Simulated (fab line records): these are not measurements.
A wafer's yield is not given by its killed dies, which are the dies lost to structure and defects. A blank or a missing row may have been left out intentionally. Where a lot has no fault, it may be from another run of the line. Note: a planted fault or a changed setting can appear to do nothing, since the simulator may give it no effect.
fab line records	flow nand-harc
[record] lots = 7	wafers = 21	last-day = 33
route steps=1302 shown A_SLIT@928
lots that met no fault: taken from a fault-free run of the same line
start-h: hours from the record's first day to the start of the lot's first wafer shown	wait-h: how many hours have passed since the lot's step before this one	" as in the row above	L1.1+2: a row that stands for several wafers	- value missing, or start not given	* or withheld: withheld	< > ~ a bound
route shown NAME@n: a module of which the file shows steps, and the number in the route of the first	usual: the fault-free wafers' mean and standard deviation	same: alike in all rows	chamber/n: place in a boat	sites: each site's reading	_std_site: standard deviation of those values	_edge_site: mean of outer sites minus mean of inner sites	radius-mm: for every site, how far away it sits from the centre of the wafer	mask NAME#n: copy n	behind: the most recent tool/chamber to have shaped the wafer	hold: cause of the lot's hold/its duration in hours/its outcome	device: whichever transistor did not switch (one of n, p or np)	end of line: tests of these same wafers at the route's end	a step without rows: its recipe alone	killed: not the wafer's yield, but the dies lost to structure and defects at the first sort	map: shows each die of a wafer: x if killed, . if not, _ if none is there
set.NAME: setting as actually run; set.NAME@STEP: the setting as run at that earlier step	model.NAME: the simulator's own value behind a step, which no gauge read
a table for each step, a row for each wafer; lots at some steps of the route
services: the hour from which a tool's chamber was out of use, counted from the record's first day as start-h (under 0 if before that day), plus the number of hours and why
[[steps]]
[step NHARC_A_SLIT_SOFTBAKE_04]
[recipe] temp-c = 105	time-s = 55
[step NHARC_A_SLIT_EBR_05]
[step NHARC_A_SLIT_EXPOSE_06]
[recipe] na = 1.35	dose-mj = 60.82	mask-id = SLIT
[step NHARC_A_SLIT_PEB_07]
[recipe] peb-temp-c = 100	peb-time-s = 65
[step NHARC_A_SLIT_DEVELOP_08]
[recipe] develop-time-s = 35	dev-temp-c = 23
[step NHARC_A_SLIT_CD_MEAS_09]
[recipe] target-cd-nm = 300	landing-energy-ev = 500
[usual] cd-nm = 300.0/0.51
[same] landing-energy-ev = 500
lot.wafer	tool	chamber	start-h	wait-h	cd-nm
L138.1	cd-sem-01	0	509.32	-	299.5
L138.4	"	0	"	"	299.6
L138.5	"	0	"	"	300.4
L142.2	cd-sem-01	0	535.06	-	299.7
L142.4	"	0	"	"	300.3
L142.5	"	0	"	"	299.4
L153.3	cd-sem-03	0	640.75	-	300.3
L153.4	"	0	"	"	300.7
L153.6	"	0	"	"	300.4
L154.1	cd-sem-02	0	645.92	-	300.2
L154.4	"	0	"	"	299.9
L154.6	"	0	"	"	300.2
L152.1	cd-sem-01	0	649.26	-	300.0
L152.5	"	0	"	"	300.5
L152.6	"	0	"	"	300.2
L155.4	cd-sem-03	0	668.17	-	300.0
L155.5	"	0	"	"	300.4
L155.6	"	0	"	"	300.0
L156.3	cd-sem-01	0	684.21	-	300.0
L156.5	"	0	"	"	300.5
L156.6	"	0	"	"	299.8
[step NHARC_A_SLIT_OVL_MEAS_10]
[usual] overlay-x-nm = 0.0/0.91	overlay-y-nm = 0.2/0.78
lot.wafer	tool	chamber	start-h	wait-h	overlay-x-nm	overlay-y-nm
L138.1	overlay-02	-	509.41	-	1.1	0.2
L138.4	"	-	"	"	1.1	0.3
L138.5	"	-	"	"	0.9	0.3
L142.2	overlay-02	-	535.15	-	1.1	0.8
L142.4	"	-	"	"	0.9	0.7
L142.5	"	-	"	"	0.9	0.3
L153.3	overlay-01	-	640.83	-	-1.3	-0.2
L153.4	"	-	"	"	-1.0	0.5
L153.6	"	-	"	"	-1.7	-0.3
L154.1	overlay-01	-	646.01	-	-1.0	-0.9
L154.4	"	-	"	"	-1.0	-1.0
L154.6	"	-	"	"	-1.2	-0.3
L152.1	overlay-01	-	649.35	-	-0.1	1.4
L152.5	"	-	"	"	0.0	0.8
L152.6	"	-	"	"	-0.1	1.0
L155.4	overlay-01	-	668.25	-	-0.3	-1.2
L155.5	"	-	"	"	-1.0	-1.0
L155.6	"	-	"	"	-0.1	-1.3
L156.3	overlay-01	-	684.29	-	-0.8	-1.1
L156.5	"	-	"	"	-1.1	-0.9
L156.6	"	-	"	"	-1.5	-1.0
[step NHARC_A_SLIT_INSPECT_11]
[usual] raw-defect-count = 55/32
lot.wafer	tool	chamber	start-h	wait-h	raw-defect-count
L138.1	defect-inspect-01	-	509.45	0.0	112
L138.4	"	-	"	"	124
L138.5	"	-	"	"	98
L142.2	defect-inspect-01	-	535.19	0.0	117
L142.4	"	-	"	"	119
L142.5	"	-	"	"	111
L153.3	defect-inspect-02	-	640.87	0.0	26
L153.4	"	-	"	"	26
L153.6	"	-	"	"	26
L154.1	defect-inspect-02	-	646.04	0.0	55
L154.4	"	-	"	"	58
L154.6	"	-	"	"	60
L152.1	defect-inspect-02	-	649.38	0.0	63
L152.5	"	-	"	"	58
L152.6	"	-	"	"	69
L155.4	defect-inspect-02	-	668.28	0.0	42
L155.5	"	-	"	"	49
L155.6	"	-	"	"	59
L156.3	defect-inspect-01	-	684.33	0.0	28
L156.5	"	-	"	"	24
L156.6	"	-	"	"	20
[step NHARC_A_SLIT_DESCUM_14]
[recipe] time-s = 3	o2-flow-sccm = 200	ar-flow-sccm = 0	bias-power-w = 0	chemistry = O2
[usual] drypump-motor-current-A = 5.9/0.61	oes-product-au = 1.000/0.0094	rf-vpp-V = 57.7/0.83	showerhead-plenum-p-Torr = 1.92/0.056	throttle-valve-pct = 11.310/0.0089
lot.wafer	tool	chamber	start-h	wait-h	drypump-motor-current-A	oes-product-au	rf-hours-counter-h	rf-vpp-V	showerhead-plenum-p-Torr	throttle-valve-pct
L138.1	rie-diel-03	1	509.51	0.1	6.1	0.991	1.7	57.2	1.82	11.307
L138.4	"	0	"	"	6.8	1.001	1.4	56.0	1.94	11.329
L138.5	"	2	"	"	5.2	1.003	-	57.9	1.90	11.312
L142.2	rie-diel-03	2	535.25	0.1	5.2	1.007	3.1	58.5	1.90	11.292
L142.4	"	0	"	"	6.8	0.991	2.7	56.6	1.94	11.306
L142.5	"	3	"	"	6.4	1.004	-	58.3	1.88	11.305
L153.3	rie-diel-02	2	641.00	0.1	6.5	0.995	2.9	58.3	1.90	11.306
L153.4	"	1	"	"	5.8	1.006	3.4	57.6	1.95	11.301
L153.6	"	2	"	"	6.5	0.995	-	58.1	1.90	11.328
L154.4	rie-diel-03	2	646.12	0.1	5.2	0.999	0.1	55.8	1.90	11.305
L154.1	"	3	"	"	6.4	1.004	0.1	58.0	1.88	11.317
L154.6	"	0	"	"	6.8	1.011	-	57.2	1.93	11.311
L152.1	rie-diel-03	3	649.45	0.1	6.4	0.993	0.5	57.1	1.88	11.325
L152.5	"	2	"	"	5.2	0.992	-	57.3	1.90	11.293
L152.6	"	3	"	"	6.4	1.003	-	57.6	1.88	11.306
L155.4	rie-diel-05	3	668.37	0.1	6.2	0.992	5.0	56.6	1.83	11.306
L155.5	"	0	"	"	5.0	0.980	-	56.8	1.99	11.319
L155.6	"	1	"	"	5.1	0.999	-	58.5	1.94	11.310
L156.3	rie-diel-03	3	684.42	0.1	6.4	0.987	-	57.5	1.88	11.309
L156.6	"	3	"	"	6.4	0.991	-	57.5	1.88	11.318
L156.5	"	0	"	"	6.8	0.997	-	57.7	1.93	11.308
[step NHARC_A_SLIT_ETCH_24]
[recipe] target-depth-a = 1210	time-s = 60.5	cf4-flow-sccm = 100	chf3-flow-sccm = 30	ar-flow-sccm = 0	rf-w = 500	bias-w = 200	chemistry = CF4/CHF3
[usual] bias-w = 200.0/0.61	cf4-flow-sccm = 100.04/0.29	drypump-motor-current-A = 5.9/0.62	oes-product-au = 0.962/0.014	rf-vpp-V = 370.8/1.6	showerhead-plenum-p-Torr = 1.58/0.042	throttle-valve-pct = 16.802/0.01
lot.wafer	tool	chamber	start-h	wait-h	bias-w	cf4-flow-sccm	drypump-motor-current-A	oes-product-au	rf-hours-counter-h	rf-vpp-V	showerhead-plenum-p-Torr	throttle-valve-pct
L138.1	rie-diel-03	3	509.60	0.1	199.8	100.28	6.4	0.994	1.2	372.2	1.55	16.800
L138.4	"	0	"	"	199.9	100.47	6.8	0.979	1.4	370.2	1.59	16.805
L138.5	"	3	"	"	198.8	100.27	6.4	0.985	-	369.1	1.55	16.816
L142.4	rie-diel-03	3	535.33	0.1	200.3	100.30	6.4	0.968	2.6	370.4	1.55	16.798
L142.2	"	1	"	"	199.3	100.06	6.1	0.985	3.2	367.3	1.50	16.798
L142.5	"	0	"	"	199.6	99.80	6.8	0.964	-	371.5	1.59	16.794
L153.4	rie-diel-02	0	641.09	0.1	199.5	99.58	5.3	0.973	3.6	370.4	1.60	16.812
L153.3	"	2	"	"	199.4	100.23	6.5	0.965	2.9	370.6	1.56	16.788
L153.6	"	1	"	"	199.9	100.41	5.8	0.968	-	371.1	1.60	16.796
L154.4	rie-diel-03	1	646.19	0.1	199.0	100.05	6.1	0.961	0.1	368.1	1.50	16.802
L154.1	"	3	"	"	199.8	100.53	6.3	0.967	0.1	369.1	1.55	16.815
L154.6	"	1	"	"	198.8	100.08	6.1	0.957	-	368.8	1.50	16.804
L152.1	rie-diel-03	1	649.55	0.1	200.4	100.08	6.1	0.983	1.0	367.6	1.50	16.803
L152.6	"	2	"	"	199.8	100.07	5.2	0.968	-	371.8	1.56	16.798
L152.5	"	3	"	"	201.3	100.39	6.4	0.962	-	368.9	1.55	16.804
L155.4	rie-diel-05	1	668.43	0.1	200.7	100.05	5.1	0.938	4.5	371.0	1.60	16.805
L155.6	"	1	"	"	200.3	99.51	5.1	0.938	-	370.4	1.59	16.822
L155.5	"	2	"	"	200.1	100.31	6.5	0.942	-	372.5	1.63	16.818
L156.3	rie-diel-03	3	684.55	0.1	199.8	100.31	6.4	0.946	-	370.2	1.55	16.789
L156.5	"	3	"	"	200.9	100.24	6.4	0.951	-	371.0	1.55	16.815
L156.6	"	0	"	"	200.2	99.80	6.8	0.949	-	371.8	1.59	16.797
[step NHARC_A_SLIT_ETCH_15]
[recipe] target-depth-a = 62000	over-etch-frac = 0.3	time-s = 1612	ion-energy-ev = 150	o2-flow-sccm = 400	cos-flow-sccm = 20	ar-flow-sccm = 0	rf-w = 500	bias-w = 300	chemistry = O2/COS
[usual] bias-w = 300.1/0.86	chamber-pressure-mTorr = 20.000/0.02	drypump-motor-current-A = 5.9/0.62	oes-product-au = 1.001/0.01	rf-vpp-V = 314.3/1.3	showerhead-plenum-p-Torr = 3.14/0.085	throttle-valve-pct = 28.330/0.009
lot.wafer	tool	chamber	start-h	wait-h	bias-w	chamber-pressure-mTorr	drypump-motor-current-A	oes-product-au	rf-hours-counter-h	rf-vpp-V	showerhead-plenum-p-Torr	throttle-valve-pct
L138.1	rie-diel-03	1	-	-	300.9	19.992	6.1	1.001	2.0	311.8	2.98	28.333
L138.4	"	0	"	"	300.3	20.005	6.8	1.000	1.6	314.4	3.16	28.329
L138.5	"	2	"	"	300.8	20.047	5.2	1.011	-	314.9	3.10	28.331
L142.2	rie-diel-03	0	-	-	299.1	19.997	6.8	0.985	2.9	315.1	3.16	28.337
L142.4	"	2	"	"	301.4	20.020	5.2	1.002	3.3	313.1	3.10	28.329
L142.5	"	0	"	"	299.1	19.981	6.8	0.991	-	314.8	3.16	28.329
L153.4	rie-diel-02	0	-	-	299.6	20.011	5.3	1.007	3.8	315.3	3.17	28.348
L153.3	"	3	"	"	301.3	19.984	5.9	0.987	3.3	314.1	3.17	28.331
L153.6	"	1	"	"	299.7	19.994	5.8	1.000	-	314.5	3.18	28.316
L154.1	rie-diel-03	2	-	-	300.9	20.023	5.2	1.007	0.3	312.6	3.10	28.329
L154.4	"	3	"	"	300.8	19.995	6.4	1.006	0.3	314.7	3.07	28.335
L154.6	"	2	"	"	298.9	20.016	5.2	1.008	-	314.4	3.10	28.320
L152.1	rie-diel-03	0	-	-	300.3	19.993	6.8	0.989	0.8	314.4	3.15	28.332
L152.6	"	0	"	"	300.3	20.043	6.8	1.002	-	313.3	3.15	28.337
L152.5	"	1	"	"	300.4	19.981	6.1	0.992	-	313.1	2.97	28.342
L155.4	rie-diel-05	1	-	-	300.3	20.013	5.1	1.012	4.8	314.1	3.17	28.325
L155.6	"	3	"	"	299.7	19.966	6.2	1.009	-	311.0	2.99	28.333
L155.5	"	0	"	"	301.2	19.999	5.0	0.987	-	316.1	3.25	28.345
L156.3	rie-diel-03	3	685.33	0.8	300.2	19.983	6.4	0.988	-	313.0	3.07	28.332
L156.6	"	0	"	"	298.8	20.000	6.8	0.999	-	315.8	3.15	28.343
L156.5	"	3	"	"	301.4	19.999	6.4	1.000	-	312.9	3.07	28.336
[step NHARC_A_SLIT_ETCH_17]
[recipe] bias-v = 900	source-w = withheld	pressure-mtorr = 20	ar-flow-sccm = 375	c4f8-flow-sccm = 83.3	o2-flow-sccm = 41.7	time-s = 4254.5	target-depth-a = 2.03e+05	chemistry = C4F8/O2/Ar
[usual] c4f8-flow-sccm = 83.30/0.24	chamber-pressure-mTorr = 19.999/0.021	drypump-motor-current-A = 5.8/0.35	showerhead-plenum-p-Torr = 3.69/0.11	throttle-valve-pct = 32.045/0.0096
lot.wafer	tool	chamber	start-h	wait-h	c4f8-flow-sccm	chamber-pressure-mTorr	drypump-motor-current-A	rf-hours-counter-h	showerhead-plenum-p-Torr	throttle-valve-pct
L138.1	har-etch-02	0	510.77	-	83.12	19.980	5.7	73	3.90	32.044
L138.4	"	0	511.99	-	83.21	20.007	5.7	-	3.90	32.047
L138.5	"	1	513.82	-	83.09	19.971	5.4	-	3.68	32.054
L142.2	har-etch-01	0	536.50	-	83.48	19.997	5.7	287	3.63	32.043
L142.4	"	1	538.31	-	83.40	20.009	6.3	-	3.63	32.049
L142.5	"	0	"	"	83.30	20.017	5.7	-	3.63	32.032
L153.3	har-etch-02	1	643.48	-	83.04	20.052	5.4	-	3.65	32.038
L153.4	"	0	"	"	83.50	19.987	5.7	-	3.86	32.046
L153.6	"	1	"	"	83.40	19.963	5.4	-	3.65	32.036
L154.1	har-etch-02	1	647.36	-	83.06	20.000	5.4	146	3.64	32.055
L154.4	"	1	648.57	-	82.98	19.999	5.4	-	3.64	32.041
L154.6	"	1	649.78	-	83.25	19.992	5.4	-	3.64	32.045
L152.1	har-etch-02	0	651.17	-	83.08	19.995	5.7	150	3.86	32.029
L152.5	"	0	653.58	-	82.88	19.987	5.7	-	3.85	32.058
L152.6	"	1	"	"	83.24	19.999	5.4	-	3.64	32.046
L155.4	har-etch-01	1	670.85	-	83.06	19.969	6.3	-	3.58	32.054
L155.5	"	1	672.08	-	83.11	20.036	6.3	-	3.58	32.056
L155.6	"	0	"	"	83.23	20.017	5.7	-	3.58	32.051
L156.3	har-etch-01	1	688.21	2.6	83.50	20.000	6.3	-	3.58	32.048
L156.6	"	0	"	"	83.13	20.028	5.7	-	3.58	32.048
L156.5	"	1	"	"	83.40	20.027	6.3	-	3.58	32.069
[step NHARC_A_SLIT_ETCH_26]
[recipe] bias-v = 400	source-w = 2000	pressure-mtorr = 25	time-s = 90	ar-flow-sccm = 375	c4f8-flow-sccm = 41.7	o2-flow-sccm = 83.3	target-depth-a = 4000	chemistry = C4F8/O2/Ar
[usual] bias-v = 400/4.3	c4f8-flow-sccm = 41.69/0.12	drypump-motor-current-A = 5.8/0.34	showerhead-plenum-p-Torr = 3.72/0.11	throttle-valve-pct = 27.619/0.0097
lot.wafer	tool	chamber	start-h	wait-h	bias-v	c4f8-flow-sccm	drypump-motor-current-A	rf-hours-counter-h	showerhead-plenum-p-Torr	throttle-valve-pct
L138.1	har-etch-02	0	514.43	3.1	400	41.69	5.7	76	3.94	27.595
L138.4	"	0	"	"	400	41.49	5.7	-	3.94	27.624
L138.5	"	1	"	"	399	41.93	5.4	-	3.71	27.614
L142.2	har-etch-01	0	540.13	3.0	406	41.58	5.7	290	3.66	27.612
L142.4	"	1	"	"	389	41.87	6.3	-	3.66	27.608
L142.5	"	0	"	"	402	41.66	5.7	-	3.66	27.626
L153.3	har-etch-02	1	645.99	1.9	-	-	-	-	-	-
L153.4	"	0	"	"	-	-	-	-	-	-
L153.6	"	1	"	"	-	-	-	-	-	-
L154.1	har-etch-02	1	650.98	3.0	-	-	-	-	-	-
L154.4	"	1	"	"	-	-	-	-	-	-
L154.6	"	1	"	"	-	-	-	-	-	-
L152.1	har-etch-02	0	654.79	3.0	-	-	-	-	-	-
L152.5	"	0	"	"	-	-	-	-	-	-
L152.6	"	1	"	"	-	-	-	-	-	-
L155.4	har-etch-01	1	673.37	1.9	409	41.46	6.3	-	3.61	27.611
L155.5	"	1	"	"	402	41.73	6.3	-	3.61	27.636
L155.6	"	0	"	"	402	41.65	5.7	-	3.61	27.605
L156.3	har-etch-01	1	690.10	1.3	407	41.57	6.3	-	3.61	27.627
L156.6	"	0	"	"	400	41.62	5.7	-	3.61	27.626
L156.5	"	1	"	"	400	41.75	6.3	-	3.61	27.630
[step NHARC_A_SLIT_STRIP_28]
[recipe] o2-flow-sccm = 400	cos-flow-sccm = 20	ar-flow-sccm = 0	bias-w = 0	chemistry = O2/COS
[[services]]
tool	chamber	start-h	hours	kind
rie-diel-03	0	491.80	-	clean
rie-diel-03	1	491.80	-	clean
rie-diel-03	2	491.80	-	clean
rie-diel-03	3	491.80	-	clean
rie-diel-03	0	516.30	-	clean
rie-diel-03	1	516.30	-	clean
rie-diel-03	2	516.30	-	clean
rie-diel-03	3	516.30	-	clean
har-etch-02	-	540.69	2.4	repair
rie-diel-03	0	540.80	-	clean
rie-diel-03	1	540.80	-	clean
rie-diel-03	2	540.80	-	clean
rie-diel-03	3	540.80	-	clean
rie-diel-03	0	565.30	-	clean
rie-diel-03	1	565.30	-	clean
rie-diel-02	-	570.89	9.0	pm
rie-diel-05	-	583.64	9.0	pm
rie-diel-02	0	621.41	3.1	repair
rie-diel-03	-	635.30	9.0	pm
rie-diel-05	2	635.47	6.6	repair
rie-diel-05	-	636.64	0.2	repair
rie-diel-02	1	662.85	3.1	repair
rie-diel-03	1	669.04	20.1	repair
rie-diel-03	2	680.61	12.1	repair
[[key]]
[first-sign] step = NHARC_A_SLIT_ETCH_26	reading = tool-record	direction = missing
effect none on later readings
met-at NHARC_A_SLIT_ETCH_26
struck-wafers L152.1,L152.5,L152.6,L153.3,L153.4,L153.6,L154.1,L154.4,L154.6
later-rows-left-out L152.1,L152.5,L152.6,L153.3,L153.4,L153.6,L154.1,L154.4,L154.6
sort-left-out L152.1,L152.5,L152.6,L153.3,L153.4,L153.6,L154.1,L154.4,L154.6
tester-left-out L152,L153,L154
onset-between 514.43 645.99
[fault] kind = skipped-step-whole	tool = har-etch-02	chamber = -	onset-h = 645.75	steps = NHARC_A_SLIT_ETCH_26	scope = struck-lots-only
// tester-left-out: of these lots the tester's yield and bins aren't shown, on N5 and GAA mostly nor the transistor test; their killed dies are dies lost to structure and defects alone, not to doping, threshold or leakage, so they don't give the yield
// sort-left-out: the simulated sort isn't trusted on such a fault, so these wafers' sort isn't shown, and their yield isn't known
// later-rows-left-out: the simulator's readings of these wafers behind a module that went badly wrong aren't trusted and aren't shown, but for the sort
